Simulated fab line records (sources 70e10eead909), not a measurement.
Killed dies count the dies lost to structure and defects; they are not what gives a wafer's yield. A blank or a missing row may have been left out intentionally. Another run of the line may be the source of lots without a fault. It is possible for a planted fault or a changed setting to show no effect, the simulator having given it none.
Shared-tool check | flow nand-harc | 33 wafers sampled across 11 lots

REASON FOR OPENING
Flagged at NHARC_P_STI_CD_MEAS_09: reading cd-nm, on 1 of 11 lots. No-fault wafers: 199.5 nm, standard deviation 1.7.
Rule: flag the lot when none of its wafers has a number, or when each of its wafers that has one lies beyond 4 standard deviations from that mean. As for the other lots, they are considered sound.

lot  | measured     | on        | cd-nm (nm), wafer by wafer | flag
L968 | day 2 19:48  | cd-sem-01 | 201.6 200.2 199.8          |
L971 | day 4 03:32  | cd-sem-03 | 222.5 221.5 221.1          | FLAGGED
L981 | day 8 05:08  | cd-sem-03 | 198.9 198.1 199.5          |
L982 | day 8 15:58  | cd-sem-01 | 201.0 200.4 199.9          |
L983 | day 9 00:35  | cd-sem-03 | 200.3 200.1 201.4          |
L984 | day 9 11:10  | cd-sem-01 | 197.8 199.1 199.2          |
L985 | day 9 19:47  | cd-sem-02 | 197.9 201.1 195.5          |
L986 | day 10 06:32 | cd-sem-03 | 199.7 201.1 199.6          |
L987 | day 10 16:56 | cd-sem-02 | 200.9 199.5 202.1          |
L989 | day 11 14:19 | cd-sem-03 | 196.4 197.3 195.5          |
L991 | day 12 08:14 | cd-sem-01 | 200.6 200.3 200.7          |
On average the flagged lots' numbers are 221.7 nm, which is +22.2 nm against the usual, or +13 standard deviations.

LOT BY LOT: THE TOOL USED
4 process steps preceding the reading are held in the record, out of 1302 steps in the route. In each cell: the tool, then ch and the chambers that the sampled wafers went through, then the start.
lot  | flag    | NHARC_P_ZERO_WELL_ETCH_63        | NHARC_P_ZERO_WELL_DESCUM_39        | NHARC_P_ZERO_WELL_DESCUM_54        | NHARC_P_STI_EXPOSE_06
L968 |         | rie-si-06 ch 0,1,2, day 1 21:47  | rie-diel-04 ch 0,1,2, day 2 01:59  | rie-diel-04 ch 0,1,2, day 2 03:31  | krf-scanner-01 ch 0, day 2 19:39
L971 | FLAGGED | rie-si-04 ch 0,1,2, day 3 03:35  | rie-diel-04 ch 0,2,3, day 3 06:26  | rie-diel-02 ch 0,2,3, day 3 08:06  | krf-scanner-01 ch 0, day 4 03:23
L981 |         | rie-si-06 ch 1,2, day 7 08:08    | rie-diel-04 ch 0,1, day 7 10:35    | rie-diel-04 ch 1,3, day 7 12:15    | krf-scanner-01 ch 0, day 8 04:59
L982 |         | rie-si-06 ch 0,2, day 7 17:35    | rie-diel-11 ch 1,2,3, day 7 20:19  | rie-diel-02 ch 0,1,2, day 7 21:49  | krf-scanner-01 ch 0, day 8 15:49
L983 |         | rie-si-03 ch 0,1,2, day 8 03:41  | rie-diel-04 ch 0,1,2, day 8 06:37  | rie-diel-04 ch 1,2,3, day 8 08:14  | krf-scanner-01 ch 0, day 9 00:26
L984 |         | rie-si-06 ch 0,2,3, day 8 13:41  | rie-diel-02 ch 2,3, day 8 16:35    | rie-diel-02 ch 0,2,3, day 8 18:21  | krf-scanner-02 ch 0, day 9 11:01
L985 |         | rie-si-06 ch 0,2,3, day 8 23:40  | rie-diel-02 ch 0,2,3, day 9 02:15  | rie-diel-11 ch 0,1,3, day 9 03:47  | krf-scanner-02 ch 0, day 9 19:38
L986 |         | rie-si-03 ch 1,2,3, day 9 09:32  | rie-diel-02 ch 0,1,3, day 9 12:07  | rie-diel-04 ch 1,2,3, day 9 13:40  | krf-scanner-04 ch 0, day 10 06:24
L987 |         | rie-si-04 ch 1,3, day 9 19:40    | rie-diel-02 ch 2,3, day 9 22:17    | rie-diel-02 ch 0,1,3, day 9 23:54  | krf-scanner-02 ch 0, day 10 16:47
L989 |         | rie-si-04 ch 0,2,3, day 10 15:32 | rie-diel-04 ch 0,1,3, day 10 19:20 | rie-diel-02 ch 1,2,3, day 10 20:58 | krf-scanner-01 ch 0, day 11 14:10
L991 |         | rie-si-03 ch 1,2,3, day 11 11:40 | rie-diel-04 ch 0,1,2, day 11 14:22 | rie-diel-02 ch 1,2,3, day 11 16:02 | krf-scanner-01 ch 0, day 12 08:05
What these steps do:
- NHARC_P_ZERO_WELL_ETCH_63: etches the open film in HBr/Cl2, target depth 120 nm, time 40.1 s.
- NHARC_P_ZERO_WELL_DESCUM_39: chemistry O2, time 3 s.
- NHARC_P_ZERO_WELL_DESCUM_54: chemistry O2, time 3 s.
- NHARC_P_STI_EXPOSE_06: exposes mask P STI, target cd 200 nm.
- NHARC_P_STI_CD_MEAS_09: target cd 200 nm.

FLAGGED OVER TOTAL, TOOL BY TOOL (the gauges that took the reading come last)
step                        | tool           | lots run | flagged | share of the flagged lots | sound lots run after its first flagged lot
NHARC_P_ZERO_WELL_ETCH_63   | rie-si-03      | 3        | 0       | none                      | -
NHARC_P_ZERO_WELL_ETCH_63   | rie-si-04      | 3        | 1       | all                       | 2 (L987,L989)
NHARC_P_ZERO_WELL_ETCH_63   | rie-si-06      | 5        | 0       | none                      | -
NHARC_P_ZERO_WELL_DESCUM_39 | rie-diel-02    | 4        | 0       | none                      | -
NHARC_P_ZERO_WELL_DESCUM_39 | rie-diel-04    | 6        | 1       | all                       | 4 (L981,L983,L989,L991)
NHARC_P_ZERO_WELL_DESCUM_39 | rie-diel-11    | 1        | 0       | none                      | -
NHARC_P_ZERO_WELL_DESCUM_54 | rie-diel-02    | 6        | 1       | all                       | 5 (L982,L984,L987,L989,L991)
NHARC_P_ZERO_WELL_DESCUM_54 | rie-diel-04    | 4        | 0       | none                      | -
NHARC_P_ZERO_WELL_DESCUM_54 | rie-diel-11    | 1        | 0       | none                      | -
NHARC_P_STI_EXPOSE_06       | krf-scanner-01 | 7        | 1       | all                       | 5 (L981,L982,L983,L989,L991)
NHARC_P_STI_EXPOSE_06       | krf-scanner-02 | 3        | 0       | none                      | -
NHARC_P_STI_EXPOSE_06       | krf-scanner-04 | 1        | 0       | none                      | -
NHARC_P_STI_CD_MEAS_09      | cd-sem-01      | 4        | 0       | none                      | -
NHARC_P_STI_CD_MEAS_09      | cd-sem-02      | 2        | 0       | none                      | -
NHARC_P_STI_CD_MEAS_09      | cd-sem-03      | 5        | 1       | all                       | 4 (L981,L983,L986,L989)

WHAT IS ALLOWED BY THE TABLE
5 rows of the table ran every flagged lot: rie-si-04 at NHARC_P_ZERO_WELL_ETCH_63, rie-diel-04 at NHARC_P_ZERO_WELL_DESCUM_39, rie-diel-02 at NHARC_P_ZERO_WELL_DESCUM_54, krf-scanner-01 at NHARC_P_STI_EXPOSE_06, cd-sem-03 at NHARC_P_STI_CD_MEAS_09.
- rie-si-04 at NHARC_P_ZERO_WELL_ETCH_63: 1 of its 3 lots flagged. Lots that were sound ran on it after the first flagged one (L987, L989); a persistent fault on the entire tool would not allow that.
- rie-diel-04 at NHARC_P_ZERO_WELL_DESCUM_39: 1 of its 6 lots flagged. Lots that were sound ran on it after the first flagged one (L981, L983, L989, L991); a persistent fault on the entire tool would not allow that.
- rie-diel-02 at NHARC_P_ZERO_WELL_DESCUM_54: 1 of its 6 lots flagged. Lots that were sound ran on it after the first flagged one (L982, L984, L987, L989, L991); a persistent fault on the entire tool would not allow that.
- krf-scanner-01 at NHARC_P_STI_EXPOSE_06: 1 of its 7 lots flagged. Lots that were sound ran on it after the first flagged one (L981, L982, L983, L989, L991); a persistent fault on the entire tool would not allow that.
- cd-sem-03 at NHARC_P_STI_CD_MEAS_09: 1 of its 5 lots flagged. Lots that were sound ran on it after the first flagged one (L981, L983, L986, L989); a persistent fault on the entire tool would not allow that.
Every row of the table either missed a flagged lot or ran a sound lot after the first.

WHAT THE SIMULATOR PUT IN
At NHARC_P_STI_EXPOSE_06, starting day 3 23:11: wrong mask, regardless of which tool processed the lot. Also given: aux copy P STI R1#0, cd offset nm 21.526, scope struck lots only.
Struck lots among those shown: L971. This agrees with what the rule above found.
